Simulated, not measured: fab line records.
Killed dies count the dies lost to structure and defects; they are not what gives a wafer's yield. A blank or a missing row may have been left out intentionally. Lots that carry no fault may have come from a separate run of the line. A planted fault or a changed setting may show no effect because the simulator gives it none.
fab line records	flow nandHarc
[record] lots = 24	wafers = 72	lastDay = 24
route steps=1159 shown A_CONTACT@920
lots that met no fault: taken from a fault-free run of the same line
startH: the number of hours between the record's first day and the start of the first shown wafer of the lot	waitH: time in hours since the lot's previous step	" identical to the entry in the row above	L1.1+2: a row that stands for several wafers	- no value present, or no start provided	* or withheld: withheld	< > ~ a bound
route shown NAME@n: names a module that has steps shown in the file, with the first one's number in the route	usual: the fault-free wafers' mean and standard deviation	same: alike in all rows	chamber/n: place in a boat	sites: per-site readings	_std_site: the values' standard deviation	_edge_site: inner sites' mean taken away from outer sites' mean	radiusMm: how far each site lies from the wafer's centre	mask NAME#n: copy n	behind: tool/chamber where the wafer was last shaped	hold: what put the lot on hold/how long, in hours/how the hold closed	device: the n, p or np transistor that did not switch	end of line: the same wafers' tests at the end of the route	where a step has no rows: the recipe by itself	killed: at the first sort, the dies lost to defects and structure; wafer yield is something else	map: shows each die of a wafer: x if killed, . if not, _ if none is there
set.NAME: the setting as run; set.NAME@STEP: as run at that earlier step	model.NAME: the simulator's own value behind a step, which no gauge read
steps of the route over a sample of lots; a table a step, a row a wafer
services: when a tool's chamber went out of use (startH, in hours from the record's first day, below 0 if earlier), for how many hours, and the reason
[[steps]]
[step NHARC_A_CONTACT_ETCH_106]
[recipe] targetDepthA = 600	overetchA = 60	timeS = 33	ionEnergyEv = 100	cf4FlowSccm = 80	o2FlowSccm = 20	arFlowSccm = 0	rfW = 300	biasW = 100	chemistry = CF4/O2
[usual] chamberPressureMTorr = 30.00/0.03	drypumpMotorCurrentA = 5.8/0.55	oesProductAu = 1.001/0.0069	rfVppV = 197.4/1.4	showerheadPlenumPTorr = 1.31/0.053	throttleValvePct = 13.398/0.01
lot.wafer	tool	chamber	startH	waitH	chamberPressureMTorr	drypumpMotorCurrentA	oesProductAu	rfHoursCounterH	rfVppV	showerheadPlenumPTorr	throttleValvePct
L074.3	rieDiel-05	3	391.98	0.1	30.04	6.6	1.011	18	197.0	1.32	13.404
L074.2	"	1	"	"	30.00	5.9	1.011	15	197.3	1.33	13.410
L074.5	"	0	"	"	30.03	5.8	0.999	-	197.9	1.35	13.412
L075.2	rieDiel-05	2	394.32	0.1	29.99	6.2	1.005	13	199.7	1.40	13.377
L075.6	"	3	"	"	29.95	6.6	1.012	-	197.2	1.32	13.419
L075.5	"	0	"	"	30.00	5.8	0.993	-	198.1	1.35	13.398
L077.3	rieDiel-05	3	397.16	0.0	30.02	6.6	0.998	21	198.5	1.32	13.405
L077.4	"	1	"	"	30.02	5.9	1.016	17	197.1	1.33	13.394
L077.2	"	2	"	"	30.04	6.1	0.999	15	200.4	1.40	13.401
L076.1	rieDiel-04	0	398.21	0.1	30.04	6.4	1.009	15	199.5	1.34	13.413
L076.2	"	2	"	"	29.98	5.3	1.004	20	198.9	1.39	13.405
L076.6	"	1	"	"	30.02	5.3	1.005	-	196.3	1.27	13.398
L078.3	rieDiel-02	0	406.84	0.1	30.01	5.6	1.008	31	196.7	1.25	13.378
L078.1	"	1	"	"	30.01	6.3	0.996	28	196.9	1.24	13.398
L078.2	"	3	"	"	29.97	6.4	1.001	31	195.1	1.24	13.425
L081.2	rieDiel-05	3	420.64	0.1	29.90	6.6	1.014	30	196.8	1.32	13.404
L081.3	"	0	"	"	29.98	5.8	1.000	28	198.9	1.35	13.382
L081.5	"	2	"	"	29.97	6.1	1.005	-	198.2	1.39	13.382
L080.2	rieDiel-04	0	424.01	0.1	30.01	6.3	1.001	19	197.4	1.34	13.404
L080.1	"	3	"	"	30.03	4.9	1.007	22	195.0	1.25	13.399
L080.6	"	0	"	"	29.99	6.3	1.004	-	198.7	1.34	13.385
L079.4	rieDiel-02	0	429.76	0.0	30.04	5.7	1.004	38	194.8	1.24	13.401
L079.3	"	2	"	"	29.98	5.3	0.996	39	197.0	1.30	13.397
L079.2	"	3	"	"	29.99	6.4	1.003	40	196.0	1.24	13.398
L083.4	rieDiel-04	0	435.22	0.1	30.00	6.3	0.999	21	198.5	1.34	13.393
L083.3	"	1	"	"	29.97	5.3	1.001	23	198.1	1.27	13.395
L083.2	"	2	"	"	30.09	5.2	0.993	26	198.9	1.39	13.397
L082.3	rieDiel-02	0	436.62	0.1	29.98	5.7	1.002	41	195.8	1.24	13.410
L082.2	"	3	"	"	29.99	6.4	1.001	42	196.1	1.24	13.383
L082.5	"	1	"	"	29.99	6.3	1.000	-	196.0	1.24	13.405
L084.1	rieDiel-05	3	445.46	0.1	29.95	6.6	1.005	40	196.6	1.32	13.414
L084.2	"	0	"	"	30.03	5.8	0.993	39	200.5	1.34	13.393
L084.6	"	2	"	"	30.03	6.1	1.004	-	199.6	1.39	13.397
L085.3	rieDiel-04	3	450.80	0.1	30.00	4.9	1.003	28	196.4	1.25	13.383
L085.2	"	1	"	"	29.99	5.3	1.009	27	197.2	1.27	13.385
L085.5	"	0	"	"	29.95	6.4	0.993	-	199.4	1.34	13.395
L088.4	rieDiel-04	3	452.83	0.1	30.01	4.9	0.998	28	197.6	1.25	13.409
L088.5	"	0	"	"	30.05	6.4	0.990	-	197.0	1.34	13.386
L088.6	"	1	"	"	29.96	5.3	0.995	-	196.9	1.27	13.398
L087.3	rieDiel-04	0	461.73	0.1	29.97	6.4	0.997	26	198.4	1.34	13.407
L087.2	"	1	"	"	29.99	5.3	0.999	28	195.5	1.27	13.400
L087.5	"	0	"	"	29.92	6.4	0.990	-	197.7	1.34	13.392
L086.3	rieDiel-04	1	462.43	0.1	29.97	5.3	1.010	28	196.7	1.27	13.399
L086.5	"	0	"	"	29.99	6.4	1.000	-	198.3	1.34	13.384
L086.6	"	1	"	"	29.99	5.3	1.007	-	196.4	1.27	13.412
L090.1	rieDiel-04	0	478.37	0.1	29.96	6.4	0.987	1	199.8	1.34	13.415
L090.6	"	1	"	"	30.02	5.3	0.995	-	197.3	1.27	13.398
L090.5	"	2	"	"	30.01	5.2	0.994	-	199.1	1.39	13.411
L089.3	rieDiel-04	3	480.70	0.1	30.02	4.9	0.993	1	195.7	1.25	13.387
L089.1	"	1	"	"	30.05	5.3	0.984	1	195.4	1.27	13.392
L089.2	"	2	"	"	29.98	5.2	0.997	1	198.9	1.39	13.398
L091.2	rieDiel-02	1	496.15	0.1	29.94	6.3	0.995	60	195.1	1.23	13.408
L091.5	"	0	"	"	29.99	5.7	1.013	-	195.1	1.24	13.388
L091.6	"	1	"	"	30.01	6.3	0.992	-	195.3	1.23	13.393
L094.2	rieDiel-04	0	500.28	0.1	30.02	6.4	1.003	4	197.6	1.34	13.404
L094.3	"	2	"	"	29.97	5.2	0.991	5	198.6	1.39	13.376
L094.6	"	1	"	"	30.00	5.2	0.999	-	197.2	1.27	13.419
L092.2	rieDiel-05	3	501.92	0.1	29.97	6.6	1.003	58	196.4	1.31	13.384
L092.4	"	0	"	"	30.00	5.8	1.005	57	196.9	1.34	13.393
L092.1	"	2	"	"	30.02	6.1	0.996	52	200.4	1.39	13.404
L093.3	rieDiel-05	3	508.04	0.1	30.01	6.6	1.009	59	197.0	1.31	13.390
L093.5	"	3	"	"	30.01	6.6	1.007	-	196.6	1.31	13.395
L093.6	"	0	"	"	30.01	5.8	1.001	-	198.9	1.34	13.399
L096.2	rieDiel-04	1	511.94	0.1	30.02	5.2	0.995	10	197.6	1.27	13.389
L096.3	"	3	"	"	30.03	4.9	1.008	9	194.1	1.25	13.392
L096.6	"	2	"	"	29.99	5.3	1.002	-	200.9	1.39	13.418
L097.2	rieDiel-05	0	513.73	0.1	30.04	5.8	0.994	59	196.9	1.34	13.407
L097.1	"	1	"	"	29.98	5.9	0.993	54	197.7	1.32	13.393
L097.4	"	3	"	"	29.98	6.6	1.010	60	196.6	1.31	13.400
L095.2	rieDiel-04	1	517.82	0.1	29.96	5.2	1.002	11	196.0	1.26	13.410
L095.1	"	3	"	"	29.97	4.9	1.015	10	195.6	1.25	13.395
L095.5	"	1	"	"	29.98	5.3	1.004	-	196.3	1.27	13.398
[step NHARC_A_CONTACT_DEP_85]
[recipe] targetThkA = 500	targetThkNm = 50	tempC = 400	pressureTorr = 3.5	flowSccm = 200	rfW = 350	material = SiON
[usual] heaterPowerOuterW = 444/55	heaterPowerW = 728/76
lot.wafer	tool	chamber	startH	waitH	heaterPowerOuterW	heaterPowerW
L074.3	pecvd-01	0	396.07	0.6	423	678
L074.2	"	1	"	"	457	679
L074.5	"	0	"	"	426	722
L075.2	pecvd-04	2	397.33	0.9	482	806
L075.5	"	2	"	"	470	790
L075.6	"	0	"	"	331	569
L077.3	pecvd-03	2	400.28	0.6	416	728
L077.2	"	1	"	"	484	811
L077.4	"	1	"	"	508	811
L076.1	pecvd-01	1	400.36	1.0	382	563
L076.2	"	2	"	"	335	580
L076.6	"	2	"	"	329	600
L078.2	pecvd-03	0	411.88	0.9	467	695
L078.3	"	1	"	"	462	765
L078.1	"	2	"	"	393	705
L081.3	pecvd-03	1	424.59	0.7	519	860
L081.2	"	2	"	"	346	646
L081.5	"	1	"	"	507	866
L080.1	pecvd-03	0	425.99	1.1	453	698
L080.2	"	2	"	"	380	668
L080.6	"	0	"	"	436	709
L079.3	pecvd-01	0	431.93	0.6	473	801
L079.2	"	1	"	"	451	650
L079.4	"	1	"	"	454	641
L083.2	pecvd-03	2	437.13	0.8	390	696
L083.3	"	0	"	"	507	750
L083.4	"	2	"	"	400	731
L082.3	pecvd-03	1	438.54	0.6	525	847
L082.2	"	0	"	"	413	648
L082.5	"	0	"	"	425	664
L084.2	pecvd-04	1	449.30	0.8	504	804
L084.1	"	2	"	"	458	765
L084.6	"	0	"	"	374	628
L085.2	pecvd-04	0	453.01	0.8	370	621
L085.3	"	2	"	"	456	756
L085.5	"	1	"	"	498	812
L088.4	pecvd-03	2	454.80	0.5	428	735
L088.5	"	0	"	"	507	772
L088.6	"	1	"	"	508	842
L087.3	pecvd-04	2	463.71	0.7	480	816
L087.2	"	0	"	"	402	647
L087.5	"	0	"	"	395	659
L086.3	pecvd-03	1	464.77	0.9	471	754
L086.6	"	0	"	"	455	712
L086.5	"	1	"	"	456	777
L090.1	pecvd-03	2	486.96	1.1	330	617
L090.6	"	0	"	"	468	714
L090.5	"	1	"	"	471	801
L089.2	pecvd-03	1	487.47	0.8	539	893
L089.3	"	2	"	"	401	710
L089.1	"	0	"	"	537	762
L091.2	pecvd-03	0	498.12	0.9	522	789
L091.5	"	1	"	"	457	774
L091.6	"	2	"	"	396	719
L094.3	pecvd-01	1	504.65	0.7	428	662
L094.2	"	2	"	"	343	615
L094.6	"	2	"	"	351	626
L092.2	pecvd-04	1	505.91	0.9	502	780
L092.1	"	0	"	"	406	670
L092.4	"	0	"	"	405	664
L093.3	pecvd-04	2	510.71	0.6	491	826
L093.5	"	2	"	"	517	823
L093.6	"	0	"	"	396	674
L096.2	pecvd-03	2	514.34	0.9	429	738
L096.3	"	0	"	"	448	701
L096.6	"	0	"	"	444	654
L097.1	pecvd-01	1	515.64	1.1	418	615
L097.2	"	0	"	"	509	811
L097.4	"	1	"	"	433	628
L095.2	pecvd-01	1	519.72	0.8	466	680
L095.1	"	0	"	"	450	745
L095.5	"	1	"	"	462	685
[step NHARC_A_CONTACT_INSPECT_10]
[usual] rawDefectCount = 31/15
lot.wafer	tool	chamber	startH	waitH	rawDefectCount
L074.2	defectInspect-02	-	396.92	0.0	10
L074.3	"	-	"	"	6
L074.5	"	-	"	"	13
L075.2	defectInspect-02	-	398.18	0.0	27
L075.5	"	-	"	"	23
L075.6	"	-	"	"	31
L077.2	defectInspect-02	-	401.15	0.0	13
L077.3	"	-	"	"	21
L077.4	"	-	"	"	25
L076.1	defectInspect-02	-	401.30	0.0	17
L076.2	"	-	"	"	18
L076.6	"	-	"	"	21
L078.1	defectInspect-02	-	412.73	0.0	28
L078.2	"	-	"	"	38
L078.3	"	-	"	"	31
L081.2	defectInspect-02	-	425.45	0.0	25
L081.3	"	-	"	"	26
L081.5	"	-	"	"	18
L080.1	defectInspect-02	-	426.87	0.0	35
L080.2	"	-	"	"	29
L080.6	"	-	"	"	27
L079.2	defectInspect-01	-	432.65	0.0	6
L079.3	"	-	"	"	7
L079.4	"	-	"	"	5
L083.2	defectInspect-01	-	437.98	0.0	31
L083.3	"	-	"	"	25
L083.4	"	-	"	"	31
L082.2	defectInspect-02	-	439.26	0.0	24
L082.3	"	-	"	"	26
L082.5	"	-	"	"	22
L084.1	defectInspect-02	-	450.15	0.0	38
L084.2	"	-	"	"	40
L084.6	"	-	"	"	46
L085.2	defectInspect-02	-	453.76	0.0	50
L085.3	"	-	"	"	59
L085.5	"	-	"	"	61
L088.4	defectInspect-02	-	455.56	0.0	21
L088.5	"	-	"	"	31
L088.6	"	-	"	"	33
L087.2	defectInspect-01	-	464.42	0.0	48
L087.3	"	-	"	"	46
L087.5	"	-	"	"	50
L086.3	defectInspect-02	-	465.45	0.0	19
L086.5	"	-	"	"	22
L086.6	"	-	"	"	12
L090.1	defectInspect-02	-	487.81	0.0	21
L090.5	"	-	"	"	23
L090.6	"	-	"	"	25
L089.1	defectInspect-01	-	488.19	0.0	36
L089.2	"	-	"	"	45
L089.3	"	-	"	"	45
L091.2	defectInspect-02	-	498.91	0.0	52
L091.5	"	-	"	"	31
L091.6	"	-	"	"	43
L094.2	defectInspect-01	-	505.53	0.0	67
L094.3	"	-	"	"	60
L094.6	"	-	"	"	49
L092.1	defectInspect-01	-	506.75	0.0	14
L092.2	"	-	"	"	11
L092.4	"	-	"	"	21
L093.3	defectInspect-01	-	511.44	0.0	60
L093.5	"	-	"	"	55
L093.6	"	-	"	"	83
L096.2	defectInspect-01	-	515.16	0.0	27
L096.3	"	-	"	"	61
L096.6	"	-	"	"	47
L097.1	defectInspect-01	-	516.39	0.0	38
L097.2	"	-	"	"	38
L097.4	"	-	"	"	32
L095.1	defectInspect-01	-	520.44	0.0	31
L095.2	"	-	"	"	27
L095.5	"	-	"	"	23
[step NHARC_A_CONTACT_ETCH_136]
[recipe] sourceW = withheld	pressureMtorr = 20	biasV = 3000	timeS = 132	targetDepthA = 12870	arFlowSccm = withheld	c4f8FlowSccm = withheld	o2FlowSccm = withheld	chemistry = C4F8/O2/Ar
[usual] chamberPressureMTorr = 20.000/0.018
lot.wafer	tool	chamber	startH	waitH	chamberPressureMTorr	rfHoursCounterH
L074.2	harCapEtch-02	1	398.33	0.1	20.022	13
L074.3	"	0	"	"	19.998	-
L074.5	"	1	"	"	19.985	-
L075.2	harCapEtch-03	1	399.71	0.1	19.966	85
L075.5	"	1	"	"	20.009	-
L075.6	"	0	"	"	20.017	-
L077.2	harCapEtch-02	1	402.75	0.1	19.965	14
L077.4	"	0	"	"	20.010	-
L077.3	"	1	"	"	19.986	-
L076.1	harCapEtch-01	1	403.08	0.1	20.015	60
L076.2	"	0	"	"	19.982	60
L076.6	"	1	"	"	20.032	-
L078.1	harCapEtch-03	0	414.36	0.1	20.019	87
L078.2	"	1	"	"	19.962	87
L078.3	"	0	"	"	19.986	-
L081.2	harCapEtch-01	0	426.87	0.1	19.994	63
L081.3	"	0	"	"	19.990	-
L081.5	"	0	"	"	19.995	-
L080.2	harCapEtch-01	0	428.36	0.1	19.996	64
L080.1	"	1	"	"	20.014	64
L080.6	"	0	"	"	20.015	-
L079.2	harCapEtch-01	0	434.03	0.1	20.015	64
L079.3	"	0	"	"	19.987	-
L079.4	"	1	"	"	19.984	-
L083.2	harCapEtch-01	1	439.57	0.1	20.014	65
L083.3	"	1	"	"	19.999	-
L083.4	"	0	"	"	19.983	-
L082.2	harCapEtch-02	1	440.62	0.1	20.024	21
L082.3	"	0	"	"	20.000	-
L082.5	"	0	"	"	20.028	-
L084.2	harCapEtch-03	0	451.59	0.1	20.007	95
L084.1	"	1	"	"	20.019	95
L084.6	"	0	"	"	20.031	-
L085.2	harCapEtch-03	1	455.38	0.1	20.037	96
L085.3	"	0	"	"	19.993	-
L085.5	"	1	"	"	19.985	-
L088.4	harCapEtch-02	0	457.00	0.1	20.013	-
L088.6	"	0	"	"	20.038	-
L088.5	"	1	"	"	20.020	-
L087.2	harCapEtch-02	1	465.97	0.1	20.028	25
L087.3	"	1	"	"	19.985	-
L087.5	"	0	"	"	20.017	-
L086.3	harCapEtch-01	0	466.95	0.1	19.999	-
L086.6	"	0	"	"	19.998	-
L086.5	"	1	"	"	19.985	-
L090.1	harCapEtch-03	1	489.37	0.1	19.987	100
L090.6	"	0	"	"	20.035	-
L090.5	"	1	"	"	20.000	-
L089.1	harCapEtch-02	0	489.60	0.1	19.985	28
L089.2	"	1	"	"	20.005	28
L089.3	"	1	"	"	19.991	-
L091.2	harCapEtch-02	0	500.43	0.1	20.012	30
L091.6	"	1	"	"	19.981	-
L091.5	"	0	"	"	19.997	-
L094.2	harCapEtch-03	0	506.94	0.1	20.003	105
L094.3	"	0	"	"	19.965	-
L094.6	"	1	"	"	19.979	-
L092.1	harCapEtch-02	0	508.41	0.1	20.014	32
L092.2	"	1	"	"	20.010	32
L092.4	"	0	"	"	20.001	-
L093.3	harCapEtch-01	0	512.91	0.1	20.017	-
L093.5	"	1	"	"	19.990	-
L093.6	"	0	"	"	19.973	-
L096.2	harCapEtch-02	1	516.64	0.1	20.001	34
L096.3	"	1	"	"	19.991	-
L096.6	"	1	"	"	20.010	-
L097.1	harCapEtch-01	1	517.77	0.1	20.002	80
L097.2	"	0	"	"	20.032	80
L097.4	"	0	"	"	19.983	-
L095.2	harCapEtch-02	1	521.97	0.1	20.001	35
L095.1	"	0	"	"	19.967	35
L095.5	"	0	"	"	20.002	-
[step NHARC_A_CONTACT_ETCH_139]
[recipe] sourceW = withheld	pressureMtorr = 20	biasV = 400	timeS = 137	targetDepthA = 5900	arFlowSccm = withheld	c4f8FlowSccm = 11.5	o2FlowSccm = 7.2	chemistry = C4F8/O2/Ar
[usual] chamberPressureMTorr = 19.999/0.016
lot.wafer	tool	chamber	startH	waitH	chamberPressureMTorr	rfHoursCounterH
L074.2	harCapEtch-02	1	398.70	0.1	20.011	14
L074.3	"	0	"	"	20.011	-
L074.5	"	1	"	"	19.961	-
L075.2	harCapEtch-03	1	400.20	0.1	19.997	85
L075.5	"	1	"	"	19.989	-
L075.6	"	0	"	"	19.980	-
L077.2	harCapEtch-02	1	403.13	0.1	20.013	14
L077.4	"	0	"	"	19.971	-
L077.3	"	1	"	"	19.989	-
L076.1	harCapEtch-01	1	403.45	0.1	19.990	60
L076.2	"	0	"	"	20.005	60
L076.6	"	1	"	"	20.000	-
L078.1	harCapEtch-03	0	414.72	0.1	19.993	87
L078.2	"	1	"	"	20.000	87
L078.3	"	0	"	"	20.027	-
L081.2	harCapEtch-01	0	427.24	0.1	19.993	63
L081.3	"	0	"	"	20.011	-
L081.5	"	0	"	"	19.998	-
L080.2	harCapEtch-01	0	428.74	0.1	20.028	64
L080.1	"	1	"	"	19.998	64
L080.6	"	0	"	"	19.991	-
L079.2	harCapEtch-01	0	434.39	0.1	20.028	65
L079.3	"	0	"	"	19.995	-
L079.4	"	1	"	"	19.999	-
L083.2	harCapEtch-01	1	439.94	0.1	19.990	65
L083.3	"	1	"	"	19.999	-
L083.4	"	0	"	"	19.982	-
L082.2	harCapEtch-02	1	440.99	0.1	19.985	21
L082.3	"	0	"	"	19.986	-
L082.5	"	0	"	"	20.034	-
L084.2	harCapEtch-03	0	451.96	0.1	20.016	96
L084.1	"	1	"	"	20.014	96
L084.6	"	0	"	"	20.007	-
L085.2	harCapEtch-03	1	455.75	0.1	19.972	96
L085.3	"	0	"	"	20.000	-
L085.5	"	1	"	"	19.988	-
L088.4	harCapEtch-02	0	457.40	0.1	20.023	-
L088.6	"	0	"	"	19.979	-
L088.5	"	1	"	"	20.004	-
L087.2	harCapEtch-02	1	466.35	0.1	19.990	25
L087.3	"	1	"	"	20.017	-
L087.5	"	0	"	"	20.035	-
L086.3	harCapEtch-01	0	467.36	0.1	19.977	-
L086.6	"	0	"	"	19.983	-
L086.5	"	1	"	"	19.991	-
L090.1	harCapEtch-03	1	489.75	0.1	19.988	101
L090.6	"	0	"	"	19.974	-
L090.5	"	1	"	"	20.005	-
L089.1	harCapEtch-02	0	489.97	0.1	20.002	28
L089.2	"	1	"	"	20.007	28
L089.3	"	1	"	"	20.006	-
L091.2	harCapEtch-02	0	500.81	0.1	20.005	30
L091.6	"	1	"	"	20.003	-
L091.5	"	0	"	"	19.998	-
L094.2	harCapEtch-03	0	507.32	0.1	20.005	105
L094.3	"	0	"	"	20.004	-
L094.6	"	1	"	"	19.979	-
L092.1	harCapEtch-02	0	508.90	0.1	19.967	32
L092.2	"	1	"	"	19.985	32
L092.4	"	0	"	"	20.013	-
L093.3	harCapEtch-01	0	513.33	0.2	20.017	-
L093.5	"	1	"	"	19.967	-
L093.6	"	0	"	"	19.988	-
L096.2	harCapEtch-02	1	517.13	0.1	20.012	34
L096.3	"	1	"	"	19.996	-
L096.6	"	1	"	"	20.031	-
L097.1	harCapEtch-01	1	518.14	0.1	19.992	80
L097.2	"	0	"	"	19.983	80
L097.4	"	0	"	"	20.000	-
L095.2	harCapEtch-02	1	522.46	0.1	19.992	35
L095.1	"	0	"	"	20.015	35
L095.5	"	0	"	"	20.006	-
[step NHARC_A_CONTACT_ETCH_92]
[recipe] targetDepthA = 400	overEtchFrac = 0.5	timeS = 85.7	ionEnergyEv = 120	ch3fFlowSccm = 50	o2FlowSccm = 30	arFlowSccm = 200	rfW = 500	biasW = 100	chemistry = CH3F/O2
[usual] chamberPressureMTorr = 25.001/0.023	drypumpMotorCurrentA = 5.8/0.55	oesProductAu = 0.94/0.032	rfVppV = 244.0/1.6	showerheadPlenumPTorr = 2.43/0.1	throttleValvePct = 20.663/0.0091
lot.wafer	tool	chamber	startH	waitH	chamberPressureMTorr	drypumpMotorCurrentA	oesProductAu	rfHoursCounterH	rfVppV	showerheadPlenumPTorr	throttleValvePct
L074.2	rieDiel-04	0	399.13	0.4	25.025	6.4	0.92	15	242.8	2.48	20.668
L074.3	"	1	"	"	25.014	5.3	0.93	18	243.0	2.34	20.658
L074.5	"	0	"	"	25.003	6.4	0.92	-	245.9	2.48	20.663
L075.2	rieDiel-04	3	400.68	0.4	25.014	4.9	0.94	19	242.5	2.31	20.665
L075.6	"	3	"	"	24.984	4.9	0.94	-	242.1	2.31	20.657
L075.5	"	0	"	"	25.037	6.4	0.93	-	244.4	2.48	20.660
L077.4	rieDiel-05	2	403.60	0.4	24.978	6.2	0.93	18	246.9	2.57	20.660
L077.2	"	3	"	"	25.037	6.7	0.94	24	244.1	2.43	20.678
L077.3	"	0	"	"	24.995	5.8	0.93	22	245.1	2.48	20.650
L076.2	rieDiel-05	1	403.88	0.4	25.040	5.9	0.94	20	244.2	2.44	20.649
L076.1	"	2	"	"	25.034	6.2	0.93	18	246.4	2.57	20.670
L076.6	"	0	"	"	24.977	5.8	0.92	-	243.1	2.48	20.666
L078.1	rieDiel-04	1	415.13	0.4	24.998	5.3	0.92	20	243.5	2.34	20.669
L078.2	"	3	"	"	25.031	4.9	0.93	21	241.0	2.31	20.676
L078.3	"	0	"	"	25.003	6.4	0.92	17	244.0	2.48	20.674
L081.3	rieDiel-04	2	427.66	0.3	24.964	5.2	0.93	24	245.7	2.57	20.664
L081.2	"	3	"	"	25.032	4.9	0.93	23	243.1	2.30	20.664
L081.5	"	2	"	"	25.040	5.3	0.92	-	245.6	2.57	20.660
L080.1	rieDiel-02	2	429.17	0.4	24.975	5.3	0.92	39	242.9	2.40	20.651
L080.2	"	3	"	"	25.025	6.4	0.92	40	240.1	2.29	20.672
L080.6	"	1	"	"	24.978	6.3	0.92	-	241.7	2.29	20.671
L079.4	rieDiel-05	1	434.80	0.3	24.974	6.0	1.02	30	243.2	2.44	20.675
L079.3	"	3	"	"	24.984	6.6	1.01	37	244.1	2.43	20.659
L079.2	"	0	"	"	24.981	5.8	1.01	35	245.4	2.48	20.669
L083.3	rieDiel-05	3	440.36	0.3	25.007	6.6	0.94	39	243.9	2.43	20.669
L083.2	"	0	"	"	25.058	5.8	0.94	38	244.3	2.48	20.666
L083.4	"	1	"	"	25.013	5.9	0.93	33	244.4	2.44	20.665
L082.2	rieDiel-02	1	441.39	0.4	25.025	6.3	0.92	41	242.8	2.28	20.678
L082.3	"	2	"	"	24.998	5.2	0.93	46	244.4	2.40	20.653
L082.5	"	2	"	"	24.987	5.3	0.92	-	242.8	2.40	20.657
L084.1	rieDiel-04	0	452.37	0.3	24.974	6.4	0.99	24	243.0	2.47	20.650
L084.2	"	2	"	"	25.002	5.2	1.01	29	246.0	2.56	20.661
L084.6	"	3	"	"	25.033	4.9	1.00	-	243.6	2.30	20.664
L085.3	rieDiel-02	0	456.16	0.3	24.986	5.7	0.94	49	242.3	2.29	20.656
L085.2	"	1	"	"	25.007	6.3	0.92	46	241.5	2.28	20.656
L085.5	"	0	"	"	25.015	5.7	0.93	-	242.3	2.29	20.643
L088.4	rieDiel-04	3	457.73	0.3	25.016	4.9	0.93	29	241.9	2.30	20.649
L088.6	"	3	"	"	24.988	4.9	0.93	-	243.3	2.30	20.655
L088.5	"	0	"	"	24.972	6.4	0.93	-	244.6	2.47	20.656
L087.2	rieDiel-05	1	466.98	0.6	24.987	6.0	1.01	43	244.5	2.43	20.653
L087.3	"	2	"	"	25.015	6.1	1.00	42	245.9	2.56	20.650
L087.5	"	1	"	"	24.989	5.9	1.02	-	243.8	2.43	20.664
L086.3	rieDiel-05	3	467.71	0.3	24.988	6.6	0.93	49	244.7	2.42	20.668
L086.6	"	1	"	"	25.027	5.9	0.94	-	244.5	2.43	20.668
L086.5	"	2	"	"	25.007	6.2	0.93	-	245.5	2.56	20.667
L090.1	rieDiel-05	3	490.13	0.3	24.982	6.7	1.01	55	243.4	2.42	20.642
L090.6	"	2	"	"	24.998	6.1	1.01	-	245.4	2.56	20.645
L090.5	"	3	"	"	24.980	6.6	1.02	-	245.2	2.42	20.663
L089.3	rieDiel-04	2	490.37	0.3	25.012	5.2	0.93	3	247.0	2.56	20.669
L089.2	"	0	"	"	25.011	6.4	0.92	3	243.9	2.47	20.672
L089.1	"	1	"	"	24.977	5.3	0.93	3	242.7	2.33	20.661
L091.2	rieDiel-05	3	501.19	0.3	25.004	6.6	1.01	58	244.3	2.42	20.656
L091.5	"	2	"	"	25.012	6.2	1.00	-	246.0	2.55	20.655
L091.6	"	3	"	"	24.955	6.6	1.01	-	244.1	2.42	20.661
L094.2	rieDiel-05	0	507.70	0.3	25.021	5.8	0.93	58	244.8	2.47	20.646
L094.3	"	1	"	"	25.022	5.9	0.94	53	243.9	2.43	20.670
L094.6	"	3	"	"	25.029	6.6	0.94	-	244.8	2.42	20.661
L092.1	rieDiel-05	2	509.39	0.4	24.990	6.2	0.91	53	246.1	2.55	20.668
L092.2	"	3	"	"	24.986	6.6	0.93	59	245.0	2.42	20.661
L092.4	"	0	"	"	25.004	5.8	0.93	58	245.2	2.47	20.665
L093.3	rieDiel-04	3	513.62	0.3	24.987	4.9	0.94	9	241.5	2.30	20.684
L093.6	"	3	"	"	25.001	4.9	0.93	-	240.3	2.30	20.675
L093.5	"	0	"	"	25.032	6.4	0.91	-	243.8	2.47	20.650
L096.2	rieDiel-04	1	517.64	0.5	25.007	5.3	0.92	11	242.2	2.33	20.669
L096.3	"	2	"	"	25.005	5.3	0.91	10	246.1	2.56	20.666
L096.6	"	3	"	"	25.010	4.9	0.93	-	241.2	2.30	20.653
L097.2	rieDiel-04	2	518.56	0.3	25.006	5.2	0.93	11	245.5	2.56	20.661
L097.1	"	3	"	"	25.000	4.9	0.94	10	242.4	2.30	20.677
L097.4	"	0	"	"	24.939	6.4	0.92	10	245.3	2.47	20.666
L095.1	rieDiel-02	0	522.97	0.4	25.017	5.7	0.92	4	247.2	2.66	20.647
L095.2	"	1	"	"	24.998	6.2	0.94	4	246.0	2.66	20.670
L095.5	"	3	"	"	24.982	6.4	0.93	-	247.7	2.66	20.662
[[services]]
tool	chamber	startH	hours	kind
rieDiel-04	0	371.50	-	clean
rieDiel-04	1	371.50	-	clean
rieDiel-04	2	371.50	-	clean
rieDiel-04	3	371.50	-	clean
rieDiel-04	0	374.09	10.1	repair
pecvd-04	-	376.49	13.0	pm
rieDiel-04	3	391.44	8.3	repair
rieDiel-04	0	391.88	1.9	repair
rieDiel-04	0	396.00	-	clean
rieDiel-04	1	396.00	-	clean
rieDiel-04	2	411.88	3.5	repair
pecvd-04	2	414.33	10.2	repair
pecvd-01	-	418.00	13.0	pm
pecvd-01	2	432.73	13.6	repair
rieDiel-04	1	435.79	1.6	repair
rieDiel-04	-	466.00	9.0	pm
pecvd-04	-	473.31	0.7	repair
pecvd-03	-	473.49	13.0	pm
rieDiel-04	-	479.07	0.4	repair
rieDiel-02	3	502.46	8.7	repair
harCapEtch-02	-	504.75	1.5	repair
rieDiel-02	-	505.11	9.0	pm
rieDiel-05	-	517.66	9.0	pm
pecvd-03	-	519.43	1.2	repair
[[key]]
fault none
